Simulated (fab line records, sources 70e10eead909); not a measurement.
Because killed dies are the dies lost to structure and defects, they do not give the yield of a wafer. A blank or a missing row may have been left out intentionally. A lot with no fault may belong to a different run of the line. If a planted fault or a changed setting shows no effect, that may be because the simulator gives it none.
fab line records + flow nand-harc
record
- lots=13
- wafers=39
- last-day=34
route steps=1302 shown A_CHANNEL_HOLE_D1@477 A_CHANNEL_FILL_D1@493 A_DECK1_JOINT@518
lots untouched by any fault: they come from a run of this same line in which no faults occurred
start-h: hours from the record's opening day to when the first of the lot's shown wafers began + wait-h: hours since the lot's step before + " as in the row above + L1.1+2: a row that stands for several wafers + - either no value or no given start + * or withheld: withheld + < > ~ a bound
route shown NAME@n: NAME is a module with steps in the file, n the number in the route of the first one + usual: mean and standard deviation over wafers with no fault + same: alike in all rows + chamber/n: place in a boat + sites: per-site readings + _std_site: their standard deviation + _edge_site: inner sites' mean taken away from outer sites' mean + radius-mm: for every site, how far away it sits from the centre of the wafer + mask NAME#n: copy n + behind: the tool/chamber that last shaped the wafer + hold: the reason the lot was held/the length of the hold in hours/how it ended + device: which transistor (n, p or np) failed to switch + end of line: the same wafers' tests at the end of the route + a step without rows: its recipe alone + killed: dies that structure and defects cost at the first sort, which is not the same as the wafer's yield + map: a wafer's dies, marking killed ones x, the rest . and places with no die _
set.NAME: setting as actually run; set.NAME@STEP: the setting as run at that earlier step + model.NAME: the simulator's own value behind a step, which no gauge read
one table for each step of the route and one row for each wafer, over a sample of lots
services: when a tool's chamber went out of use (start-h, in hours from the record's first day, below 0 if earlier), for how many hours, and the reason
## steps
# step NHARC_A_CHANNEL_HOLE_D1_ETCH_25
# recipe
- bias-v=5000
- source-w=withheld
- pressure-mtorr=20
- time-s=1040.2
- ar-flow-sccm=375
- c4f8-flow-sccm=93.8
- o2-flow-sccm=31.2
- temp-c=-20
- target-depth-a=15000
- chemistry=C4F8/O2/Ar
# usual
- drypump-motor-current-A=5.6/0.46
- mfc-ar-sccm=375.0/1.1
- showerhead-plenum-p-Torr=3.60/0.13
- throttle-valve-pct=32.236/0.01
| lot.wafer | tool        | chamber | start-h | wait-h | drypump-motor-current-A | mfc-ar-sccm | rf-hours-counter-h | showerhead-plenum-p-Torr | throttle-valve-pct |
|-----------|-------------|---------|---------|--------|-------------------------|-------------|--------------------|--------------------------|--------------------|
| L837.2    | har-etch-01 | 1       | 178.80  | 1.3    | 6.2                     | 373.6       | 91                 | 3.73                     | 32.218             |
| L837.5    | "           | 1       | "       | "      | 6.2                     | 373.9       | -                  | 3.73                     | 32.226             |
| L837.6    | "           | 0       | "       | "      | 5.5                     | 375.0       | -                  | 3.54                     | 32.233             |
| L838.2    | har-etch-02 | 0       | 191.10  | 0.7    | 4.9                     | 376.5       | 294                | 3.67                     | 32.242             |
| L838.5    | "           | 1       | "       | "      | 5.5                     | 374.9       | -                  | 3.42                     | 32.240             |
| L838.6    | "           | 0       | "       | "      | 4.9                     | 375.1       | -                  | 3.66                     | 32.239             |
| L839.1    | har-etch-01 | 0       | 213.78  | 0.6    | 5.5                     | 374.8       | 106                | 3.53                     | 32.224             |
| L839.2    | "           | 1       | "       | "      | 6.2                     | 374.2       | 106                | 3.72                     | 32.237             |
| L839.6    | "           | 1       | "       | "      | 6.2                     | 375.3       | -                  | 3.72                     | 32.234             |
| L841.2    | har-etch-01 | 0       | 221.80  | 0.6    | 5.5                     | 375.1       | 114                | 3.53                     | 32.243             |
| L841.3    | "           | 0       | "       | "      | 5.5                     | 376.0       | -                  | 3.53                     | 32.221             |
| L841.4    | "           | 1       | "       | "      | 6.2                     | 375.9       | -                  | 3.71                     | 32.249             |
| L842.2    | har-etch-01 | 1       | 238.18  | 0.7    | 6.2                     | 374.0       | 117                | 3.71                     | 32.237             |
| L842.4    | "           | 0       | "       | "      | 5.5                     | 373.0       | -                  | 3.53                     | 32.232             |
| L842.3    | "           | 1       | "       | "      | 6.2                     | 374.6       | -                  | 3.71                     | 32.243             |
| L849.2    | har-etch-02 | 0       | 303.00  | 0.7    | 4.9                     | 375.3       | 359                | 3.63                     | 32.239             |
| L849.4    | "           | 1       | "       | "      | 5.5                     | 374.8       | -                  | 3.39                     | 32.229             |
| L849.5    | "           | 1       | "       | "      | 5.5                     | 375.2       | -                  | 3.39                     | 32.222             |
| L850.1    | har-etch-01 | 0       | 330.47  | 0.6    | 5.4                     | 375.7       | 174                | 3.50                     | 32.233             |
| L850.4    | "           | 0       | "       | "      | 5.4                     | 376.3       | -                  | 3.50                     | 32.244             |
| L850.3    | "           | 1       | "       | "      | 6.2                     | 375.6       | -                  | 3.68                     | 32.228             |
| L852.1    | har-etch-02 | 0       | 343.56  | 1.3    | 4.9                     | 376.6       | 374                | 3.62                     | 32.220             |
| L852.4    | "           | 0       | "       | "      | 4.9                     | 375.0       | -                  | 3.62                     | 32.237             |
| L852.5    | "           | 0       | "       | "      | 4.9                     | 373.4       | -                  | 3.62                     | 32.259             |
| L854.2    | har-etch-01 | 0       | 356.50  | 0.7    | 5.5                     | 376.3       | 197                | 3.49                     | 32.240             |
| L854.3    | "           | 1       | "       | "      | 6.2                     | 375.9       | -                  | 3.67                     | 32.240             |
| L854.6    | "           | 1       | "       | "      | 6.2                     | 375.2       | -                  | 3.67                     | 32.229             |
| L855.2    | har-etch-02 | 0       | 361.06  | 0.6    | 4.9                     | 374.5       | 390                | 3.61                     | 32.245             |
| L855.4    | "           | 1       | "       | "      | 5.5                     | 375.9       | -                  | 3.92                     | 32.239             |
| L855.5    | "           | 1       | "       | "      | 5.5                     | 376.2       | -                  | 3.92                     | 32.229             |
| L857.1    | har-etch-01 | 0       | 392.37  | 0.6    | 5.5                     | 376.4       | 220                | 3.47                     | 32.236             |
| L857.4    | "           | 0       | "       | "      | 5.5                     | 375.8       | -                  | 3.47                     | 32.245             |
| L857.6    | "           | 1       | "       | "      | 6.2                     | 374.2       | -                  | 3.66                     | 32.250             |
| L859.1    | har-etch-01 | 0       | 400.33  | 0.6    | 5.5                     | 376.9       | 228                | 3.47                     | 32.230             |
| L859.4    | "           | 1       | "       | "      | 6.2                     | 376.4       | -                  | 3.65                     | 32.239             |
| L859.6    | "           | 0       | "       | "      | 5.4                     | 376.5       | -                  | 3.47                     | 32.210             |
| L860.2    | har-etch-02 | 0       | 412.27  | 0.7    | 4.9                     | 373.8       | 11                 | 3.60                     | 32.246             |
| L860.3    | "           | 1       | "       | "      | 5.5                     | 373.9       | -                  | 3.91                     | 32.246             |
| L860.5    | "           | 1       | "       | "      | 5.5                     | 375.8       | -                  | 3.91                     | 32.246             |
# step NHARC_A_CHANNEL_FILL_D1_ALD_03
# recipe
- target-thk-a=60
- pulse-time-s=60
- ald-cycles=58
- temp-c=630
- pressure-torr=2
- material=SiNx
# usual
- precursor-pulse-height-rel=1.000/0.02
# same
- pulse-time-s=60
| lot.wafer | tool             | chamber | start-h | wait-h | precursor-pulse-height-rel |
|-----------|------------------|---------|---------|--------|----------------------------|
| L837.2    | ald-sin-batch-01 | 0       | -       | -      | 1.011                      |
| L837.5    | "                | 0       | "       | "      | 1.015                      |
| L837.6    | "                | 0       | "       | "      | 1.003                      |
| L838.2    | ald-sin-batch-01 | 0       | -       | -      | 0.993                      |
| L838.5    | "                | 0       | "       | "      | 0.975                      |
| L838.6    | "                | 0       | "       | "      | 0.971                      |
| L839.1    | ald-sin-batch-01 | 0       | -       | -      | 0.961                      |
| L839.2    | "                | 0       | "       | "      | 1.013                      |
| L839.6    | "                | 0       | "       | "      | 0.988                      |
| L841.2    | ald-sin-batch-01 | 0       | -       | -      | 0.994                      |
| L841.3    | "                | 0       | "       | "      | 0.982                      |
| L841.4    | "                | 0       | "       | "      | 0.998                      |
| L842.2    | ald-sin-batch-03 | 0       | -       | -      | 1.019                      |
| L842.3    | "                | 0       | "       | "      | 0.985                      |
| L842.4    | "                | 0       | "       | "      | 1.019                      |
| L849.2    | ald-sin-batch-01 | 0       | -       | -      | 0.993                      |
| L849.4    | "                | 0       | "       | "      | 1.030                      |
| L849.5    | "                | 0       | "       | "      | 0.986                      |
| L850.1    | ald-sin-batch-03 | 0       | -       | -      | 0.994                      |
| L850.3    | "                | 0       | "       | "      | 1.001                      |
| L850.4    | "                | 0       | "       | "      | 1.030                      |
| L852.1    | ald-sin-batch-03 | 0       | -       | -      | 1.028                      |
| L852.4    | "                | 0       | "       | "      | 1.001                      |
| L852.5    | "                | 0       | "       | "      | 1.009                      |
| L854.2    | ald-sin-batch-01 | 0       | -       | -      | 1.000                      |
| L854.3    | "                | 0       | "       | "      | 0.970                      |
| L854.6    | "                | 0       | "       | "      | 1.008                      |
| L855.2    | ald-sin-batch-02 | 0       | -       | -      | 1.038                      |
| L855.4    | "                | 0       | "       | "      | 0.995                      |
| L855.5    | "                | 0       | "       | "      | 0.979                      |
| L857.1    | ald-sin-batch-01 | 0       | -       | -      | 0.996                      |
| L857.4    | "                | 0       | "       | "      | 0.979                      |
| L857.6    | "                | 0       | "       | "      | 1.005                      |
| L859.1    | ald-sin-batch-03 | 0       | -       | -      | 0.982                      |
| L859.4    | "                | 0       | "       | "      | 0.975                      |
| L859.6    | "                | 0       | "       | "      | 1.022                      |
| L860.2    | ald-sin-batch-01 | 0       | -       | -      | 1.027                      |
| L860.3    | "                | 0       | "       | "      | 0.969                      |
| L860.5    | "                | 0       | "       | "      | 0.978                      |
# step NHARC_A_DECK1_JOINT_ETCHBACK_07
# recipe
- target-depth-a=1050
- time-s=26.9
- hbr-flow-sccm=150
- rf-w=350
- icp-w=350
- bias-w=60
- chemistry=HBr
# usual
- drypump-motor-current-A=5.7/0.45
- oes-product-au=1.000/0.01
- throttle-valve-pct=23.266/0.0089
| lot.wafer | tool      | chamber | start-h | wait-h | drypump-motor-current-A | oes-product-au | rf-hours-counter-h | throttle-valve-pct |
|-----------|-----------|---------|---------|--------|-------------------------|----------------|--------------------|--------------------|
| L837.2    | rie-si-03 | 1       | 234.89  | 0.1    | 5.7                     | 0.998          | 0.0                | 23.272             |
| L837.5    | "         | 2       | "       | "      | 5.0                     | 1.001          | -                  | 23.272             |
| L837.6    | "         | 3       | "       | "      | 6.2                     | 1.010          | -                  | 23.256             |
| L838.2    | rie-si-03 | 0       | 242.89  | 0.1    | 5.3                     | 1.008          | 0.1                | 23.254             |
| L838.6    | "         | 2       | "       | "      | 5.0                     | 1.008          | -                  | 23.277             |
| L838.5    | "         | 3       | "       | "      | 6.1                     | 1.012          | -                  | 23.290             |
| L839.1    | rie-si-04 | 1       | 266.48  | 0.1    | 5.9                     | 0.987          | 0.7                | 23.272             |
| L839.2    | "         | 3       | "       | "      | 6.2                     | 1.007          | 0.6                | 23.277             |
| L839.6    | "         | 1       | "       | "      | 6.0                     | 0.981          | -                  | 23.275             |
| L841.3    | rie-si-03 | 3       | 275.03  | 0.1    | 6.2                     | 1.014          | 0.3                | 23.256             |
| L841.2    | "         | 0       | "       | "      | 5.3                     | 1.011          | 0.3                | 23.277             |
| L841.4    | "         | 1       | "       | "      | 5.7                     | 1.004          | 0.2                | 23.257             |
| L842.4    | rie-si-03 | 0       | 290.79  | 0.1    | 5.3                     | 1.005          | 0.4                | 23.265             |
| L842.3    | "         | 2       | "       | "      | 5.1                     | 0.993          | 0.4                | 23.261             |
| L842.2    | "         | 3       | "       | "      | 6.1                     | 1.002          | 0.4                | 23.247             |
| L849.2    | rie-si-03 | 3       | 350.82  | 0.1    | 6.2                     | 1.007          | 0.8                | 23.275             |
| L849.4    | "         | 1       | "       | "      | 5.8                     | 1.004          | 0.8                | 23.277             |
| L849.5    | "         | 3       | "       | "      | 6.2                     | 0.931          | -                  | 23.251             |
| L850.1    | rie-si-03 | 1       | 383.03  | 0.1    | 5.7                     | 1.006          | 1.0                | 23.273             |
| L850.3    | "         | 3       | "       | "      | 6.1                     | 0.924          | -                  | 23.273             |
| L850.4    | "         | 1       | "       | "      | 5.8                     | 1.006          | -                  | 23.280             |
| L852.1    | rie-si-04 | 2       | 394.87  | 0.1    | 5.6                     | 0.990          | 0.3                | 23.240             |
| L852.4    | "         | 3       | "       | "      | 6.2                     | 1.001          | 0.4                | 23.265             |
| L852.5    | "         | 1       | "       | "      | 6.0                     | 1.000          | -                  | 23.279             |
| L854.3    | rie-si-05 | 2       | 409.60  | 0.1    | 6.2                     | 1.014          | 0.6                | 23.267             |
| L854.2    | "         | 1       | "       | "      | 5.2                     | 1.008          | 0.6                | 23.259             |
| L854.6    | "         | 3       | "       | "      | 5.6                     | 0.993          | -                  | 23.266             |
| L855.2    | rie-si-04 | 2       | 414.39  | 0.1    | 5.6                     | 0.979          | 0.4                | 23.275             |
| L855.4    | "         | 3       | "       | "      | 6.3                     | 1.004          | 0.5                | 23.281             |
| L855.5    | "         | 1       | "       | "      | 6.0                     | 1.018          | -                  | 23.267             |
| L857.4    | rie-si-05 | 1       | 445.00  | 0.1    | 5.2                     | 0.994          | 0.8                | 23.277             |
| L857.1    | "         | 2       | "       | "      | 6.2                     | 0.997          | 0.9                | 23.273             |
| L857.6    | "         | 2       | "       | "      | 6.2                     | 1.006          | -                  | 23.275             |
| L859.1    | rie-si-04 | 1       | 452.47  | 0.1    | 6.0                     | 1.013          | 0.7                | 23.252             |
| L859.4    | "         | 2       | "       | "      | 5.6                     | 0.998          | 0.5                | 23.277             |
| L859.6    | "         | 1       | "       | "      | 6.0                     | 1.025          | -                  | 23.278             |
| L860.2    | rie-si-05 | 2       | 466.37  | 0.1    | 6.2                     | 1.010          | 1.0                | 23.263             |
| L860.3    | "         | 3       | "       | "      | 5.6                     | 0.991          | 0.8                | 23.263             |
| L860.5    | "         | 1       | "       | "      | 5.2                     | 0.999          | -                  | 23.257             |
# step NHARC_A_DECK1_JOINT_CMP_13
# recipe
- target-thk-nm=51.023
# usual
- motor-current-A=12.0/1.3
- time-to-endpoint-s=9.0/2.6
| lot.wafer | tool   | chamber | start-h | wait-h | motor-current-A | time-to-endpoint-s |
|-----------|--------|---------|---------|--------|-----------------|--------------------|
| L837.2    | cmp-01 | 2       | 245.03  | 0.4    | 12.0            | 10.9               |
| L837.6    | "      | 1       | "       | "      | 12.5            | 13.2               |
| L837.5    | "      | 2       | "       | "      | 12.2            | 13.3               |
| L838.2    | cmp-01 | 1       | 253.34  | 0.4    | 12.5            | 8.8                |
| L838.5    | "      | 2       | "       | "      | 12.1            | 7.8                |
| L838.6    | "      | 3       | "       | "      | 10.6            | 14.9               |
| L839.2    | cmp-02 | 1       | 277.03  | 0.4    | 12.2            | 12.4               |
| L839.1    | "      | 0       | "       | "      | 11.3            | 6.8                |
| L839.6    | "      | 1       | "       | "      | 12.3            | 9.6                |
| L841.4    | cmp-03 | 3       | 285.18  | 0.4    | 11.1            | 8.2                |
| L841.2    | "      | 0       | "       | "      | 15.0            | 7.1                |
| L841.3    | "      | 1       | "       | "      | 10.4            | 5.4                |
| L842.4    | cmp-03 | 1       | 300.88  | 0.4    | 10.7            | 8.0                |
| L842.2    | "      | 2       | "       | "      | 11.3            | 7.6                |
| L842.3    | "      | 0       | "       | "      | 15.6            | 7.5                |
| L849.2    | cmp-02 | 3       | 361.47  | 0.4    | 12.2            | 12.6               |
| L849.4    | "      | 1       | "       | "      | 12.6            | 13.1               |
| L849.5    | "      | 3       | "       | "      | 12.4            | 11.5               |
| L850.4    | cmp-02 | 3       | 393.49  | 0.4    | 12.4            | 10.4               |
| L850.3    | "      | 0       | "       | "      | 10.5            | 4.7                |
| L850.1    | "      | 1       | "       | "      | 12.3            | 7.8                |
| L852.1    | cmp-01 | 3       | 404.92  | 0.4    | 10.5            | 13.3               |
| L852.4    | "      | 0       | "       | "      | 12.9            | 8.6                |
| L852.5    | "      | 0       | "       | "      | 12.8            | 9.6                |
| L854.2    | cmp-03 | 1       | 419.83  | 0.4    | 10.5            | 8.7                |
| L854.3    | "      | 0       | "       | "      | 16.0            | 7.9                |
| L854.6    | "      | 1       | "       | "      | 11.2            | 9.2                |
| L855.4    | cmp-02 | 3       | 424.55  | 0.4    | 12.3            | 9.7                |
| L855.2    | "      | 2       | "       | "      | 12.2            | 8.9                |
| L855.5    | "      | 0       | "       | "      | 10.5            | 3.3                |
| L857.1    | cmp-01 | 3       | 458.19  | 0.4    | 10.3            | 9.2                |
| L857.4    | "      | 2       | "       | "      | 11.8            | 6.4                |
| L857.6    | "      | 3       | "       | "      | 10.5            | 10.9               |
| L859.1    | cmp-01 | 3       | 466.45  | 0.4    | 11.2            | 13.5               |
| L859.4    | "      | 1       | "       | "      | 12.5            | 9.9                |
| L859.6    | "      | 2       | "       | "      | 12.2            | 8.3                |
| L860.2    | cmp-03 | 2       | 480.15  | 0.4    | 11.6            | 7.7                |
| L860.3    | "      | 3       | "       | "      | 11.4            | 7.8                |
| L860.5    | "      | 2       | "       | "      | 11.5            | 9.6                |
## services
| tool        | chamber | start-h | hours | kind   |
|-------------|---------|---------|-------|--------|
| cmp-02      | -       | 157.58  | 1.7   | repair |
| cmp-01      | -       | 158.13  | 1.1   | repair |
| cmp-02      | -       | 162.37  | 1.1   | repair |
| rie-si-04   | -       | 165.00  | 9.0   | pm     |
| rie-si-03   | 0       | 174.16  | 5.4   | repair |
| cmp-02      | -       | 177.63  | 3.9   | repair |
| cmp-01      | -       | 185.50  | 4.0   | pm     |
| cmp-01      | -       | 197.83  | 3.6   | repair |
| cmp-03      | -       | 198.36  | 4.0   | pm     |
| rie-si-03   | -       | 221.00  | 9.0   | pm     |
| cmp-02      | -       | 232.50  | 4.0   | pm     |
| rie-si-03   | 3       | 264.32  | 1.9   | repair |
| cmp-01      | -       | 283.50  | 4.0   | pm     |
| cmp-01      | -       | 301.11  | 0.6   | repair |
| cmp-01      | -       | 348.53  | 2.3   | repair |
| cmp-01      | -       | 352.04  | 4.2   | repair |
| rie-si-03   | 2       | 377.37  | 6.9   | repair |
| rie-si-03   | 0       | 379.58  | 3.7   | repair |
| cmp-01      | -       | 381.50  | 4.0   | pm     |
| har-etch-02 | -       | 383.90  | 17.0  | pm     |
| rie-si-03   | -       | 398.00  | 9.0   | pm     |
| rie-si-03   | 3       | 418.36  | 5.5   | repair |
| cmp-01      | -       | 432.68  | 2.5   | repair |
| cmp-01      | -       | 479.50  | 4.0   | pm     |
## key
first-sign
- step=NHARC_A_DECK1_JOINT_ETCHBACK_07
- reading=oes-product-au
- direction=down
- sigmas=7
- usual=1.000
- struck=0.928
effect none on later readings
met-at NHARC_A_DECK1_JOINT_ETCHBACK_07
struck-lots L849,L850
struck-wafers L849.5,L850.3
tester-left-out L849,L850
not-acting-at NHARC_A_CHANNEL_HOLE_D1_ETCH_25,NHARC_A_CHANNEL_FILL_D1_ALD_03,NHARC_A_DECK1_JOINT_CMP_13
onset-between 290.79 350.82
fault
- kind=process-parameter-drift
- tool=rie-si-03
- chamber=-
- onset-h=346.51
- steps=NHARC_A_DECK1_JOINT_ETCHBACK_07
- channel=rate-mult
- offset=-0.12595
- shape=step
- end-h=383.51
- scope=struck-wafers-only
# tester-left-out: of these lots the tester's yield and bins aren't shown, on N5 and GAA mostly nor the transistor test; their killed dies are dies lost to structure and defects alone, not to doping, threshold or leakage, so they don't give the yield
